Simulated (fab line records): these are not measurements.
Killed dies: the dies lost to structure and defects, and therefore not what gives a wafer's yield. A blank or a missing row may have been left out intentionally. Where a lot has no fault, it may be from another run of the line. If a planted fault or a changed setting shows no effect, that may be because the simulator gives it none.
Chamber matching | flow nandHarc | 4 sister chambers for NHARC_P_M2_ETCH_35 on rieDiel-01
The step etches the open film in N2/H2, target depth 40 nm, overetch 12 nm, time 43.94 s. 51 wafers are shown with their chamber, then 12 later ones without.

== WAFERS PAIRED WITH THEIR CHAMBERS ==
wafer  | chamber | drypumpMotorCurrentA (A) | oesProductAu (a.u.) | rfVppV (V)
L074.2 | 2       | 5.2                      | 0.987               | 428.4
L074.5 | 3       | 5.3                      | 0.992               | 430.1
L074.6 | 2       | 5.3                      | 0.997               | 427.8
L075.3 | 1       | 6.3                      | 0.995               | 430.0
L075.4 | 0       | 5.1                      | 1.007               | 430.5
L075.6 | 1       | 6.3                      | 0.998               | 430.3
L078.2 | 1       | 6.3                      | 0.985               | 429.6
L078.4 | 3       | 5.3                      | 1.005               | 429.4
L078.6 | 2       | 5.3                      | 0.980               | 427.8
L079.1 | 0       | 5.1                      | 1.009               | 432.0
L079.2 | 3       | 5.3                      | 1.003               | 430.1
L079.4 | 1       | 6.3                      | 0.990               | 428.9
L080.1 | 1       | 6.4                      | 0.991               | 428.1
L080.2 | 2       | 5.3                      | 0.984               | 428.4
L080.4 | 0       | 5.2                      | 1.026               | 432.5
L081.3 | 2       | 5.3                      | 0.980               | 427.8
L081.4 | 1       | 6.3                      | 0.992               | 429.3
L081.6 | 1       | 6.4                      | 0.997               | 429.1
L082.1 | 0       | 5.1                      | 1.024               | 430.8
L082.2 | 1       | 6.3                      | 0.996               | 430.5
L082.3 | 2       | 5.3                      | 0.982               | 427.8
L082.4 | 3       | 5.3                      | 1.006               | 428.3
L082.5 | 0       | 5.2                      | 1.019               | 431.5
L082.6 | 1       | 6.3                      | 0.985               | 428.1
L083.4 | 0       | 5.1                      | 1.019               | 431.7
L083.5 | 1       | 6.3                      | 0.991               | 428.8
L083.6 | 0       | 5.1                      | 1.023               | 430.4
L086.1 | 3       | 5.3                      | 1.007               | 428.4
L086.2 | 2       | 5.2                      | 0.985               | 429.1
L086.3 | 1       | 6.3                      | 0.992               | 427.7
L086.4 | 0       | 5.1                      | 1.028               | 432.6
L086.5 | 1       | 6.3                      | 1.001               | 429.1
L086.6 | 0       | 5.1                      | 1.022               | 430.5
L085.4 | 1       | 6.4                      | 0.993               | 429.2
L085.5 | 0       | 5.1                      | 1.017               | 430.7
L085.6 | 3       | 5.3                      | 1.000               | 429.5
L087.3 | 2       | 5.2                      | 0.986               | 427.1
L087.4 | 1       | 6.3                      | 0.995               | 428.7
L087.5 | 1       | 6.3                      | 1.004               | 428.7
L089.2 | 2       | 5.3                      | 0.990               | 427.6
L089.3 | 3       | 5.3                      | 0.987               | 429.3
L089.5 | 2       | 5.2                      | 0.979               | 428.1
L090.1 | 2       | 5.2                      | 0.989               | 429.2
L090.2 | 0       | 5.2                      | 1.004               | 431.0
L090.6 | 0       | 5.1                      | 1.016               | 431.5
L090.3 | 3       | 5.4                      | 0.988               | 428.3
L090.4 | 3       | 5.4                      | 1.001               | 429.1
L090.5 | 2       | 5.2                      | 0.978               | 427.8
L092.1 | 1       | 6.3                      | 0.987               | 430.5
L092.5 | 0       | 5.1                      | 1.015               | 431.3
L092.6 | 3       | 5.3                      | 0.995               | 429.7

SIGNATURES (means of the wafers above)
reading              | chamber 0 | chamber 1 | chamber 2 | chamber 3 | scatter within a chamber
drypumpMotorCurrentA | 5.123     | 6.319     | 5.250     | 5.320     | 0.0446
oesProductAu         | 1.01762   | 0.99325   | 0.98475   | 0.99840   | 0.00637
rfVppV               | 431.308   | 429.163   | 428.075   | 429.220   | 0.741
Rule: a wafer's distance from a chamber is the root of the sum, over the readings, of the square of ((its reading less the chamber's mean) divided by the reading's scatter). The wafer belongs to the nearest chamber; if the next one is less than 2 further off, it can't be placed. The scatter is the square root of a quotient: the sum, over the shown wafers, of each reading's squared deviation from its chamber's mean, divided by wafers minus chambers.

== WAFERS WITH NO CHAMBER GIVEN ==
wafer  | drypumpMotorCurrentA (A) | oesProductAu (a.u.) | rfVppV (V)
L094.3 | 5.3                      | 0.998               | 430.6
L094.4 | 5.1                      | 1.011               | 431.7
L094.5 | 6.3                      | 0.992               | 429.9
L095.1 | 6.3                      | 0.994               | 430.4
L095.2 | 5.3                      | 1.001               | 427.0
L095.5 | 6.3                      | 0.999               | 428.7
L096.1 | 5.3                      | 1.007               | 429.7
L096.2 | 5.1                      | 1.018               | 430.7
L096.3 | 5.3                      | 0.984               | 427.9
L097.2 | 5.2                      | 0.977               | 429.1
L097.3 | 6.3                      | 0.994               | 430.5
L097.6 | 5.2                      | 0.986               | 427.4

== WHICH CHAMBER EACH WENT THROUGH ==
wafer  | from the rows above     | in truth
L094.3 | 3                       | 3
L094.4 | 0                       | 0
L094.5 | 1                       | 1
L095.1 | 1                       | 1
L095.2 | can't be placed: 3 or 2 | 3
L095.5 | 1                       | 1
L096.1 | 3                       | 3
L096.2 | 0                       | 0
L096.3 | can't be placed: 2 or 3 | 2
L097.2 | 2                       | 2
L097.3 | 1                       | 1
L097.6 | 2                       | 2
Placed correctly: 10 of 12. Unplaceable from these rows: 2, with the true chamber sitting among the candidates in 2. 0 placed wrongly.
